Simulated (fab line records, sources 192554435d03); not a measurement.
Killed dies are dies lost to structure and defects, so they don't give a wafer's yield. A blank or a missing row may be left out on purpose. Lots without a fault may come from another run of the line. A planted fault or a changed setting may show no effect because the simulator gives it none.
Chamber matching | flow n5_finfet | N5_SD_EPI_N_DESCUM_14 on rie_diel-02: 4 sister chambers
The step chemistry O2, time 7.9 s. 4 wafers are shown with their chamber, then 10 later ones without.

WAFERS WITH THEIR CHAMBER
wafer  | chamber | drypump_motor_current_A (A)
L085.4 | 2       | 4.9
L086.6 | 3       | 5.8
L087.3 | 1       | 5.7
L087.4 | 0       | 6.2

WAFERS WITHOUT THEIR CHAMBER
wafer  | drypump_motor_current_A (A)
L087.6 | 5.8
L089.2 | 5.8
L089.4 | 4.9
L089.5 | 5.6
L091.1 | 4.9
L091.3 | 5.9
L091.4 | 6.2
L094.1 | 6.2
L094.2 | 5.8
L094.6 | 5.8

WHICH CHAMBER EACH WENT THROUGH
wafer  | from the rows above | in truth
L087.6 | 3                   | 3
L089.2 | 3                   | 3
L089.4 | 2                   | 2
L089.5 | 1                   | 1
L091.1 | 2                   | 2
L091.3 | 3                   | 3
L091.4 | 0                   | 0
L094.1 | 0                   | 0
L094.2 | 3                   | 3
L094.6 | 3                   | 3
Placed correctly: 10 of 10. Can't be placed from these rows: 0. Placed wrongly: 0.
How it was worked out, from the rows above alone: a wafer's distance from a chamber is the root of the sum, over the readings, of the square of ((its reading less the chamber's mean) divided by the reading's scatter). The wafer belongs to the nearest chamber; if the next one is less than 2 further off, it can't be placed. A chamber's mean is the mean of its shown wafers. The scatter: with one shown wafer a chamber, the root of the mean of the squares of how far each hidden wafer lies from its nearest shown one.
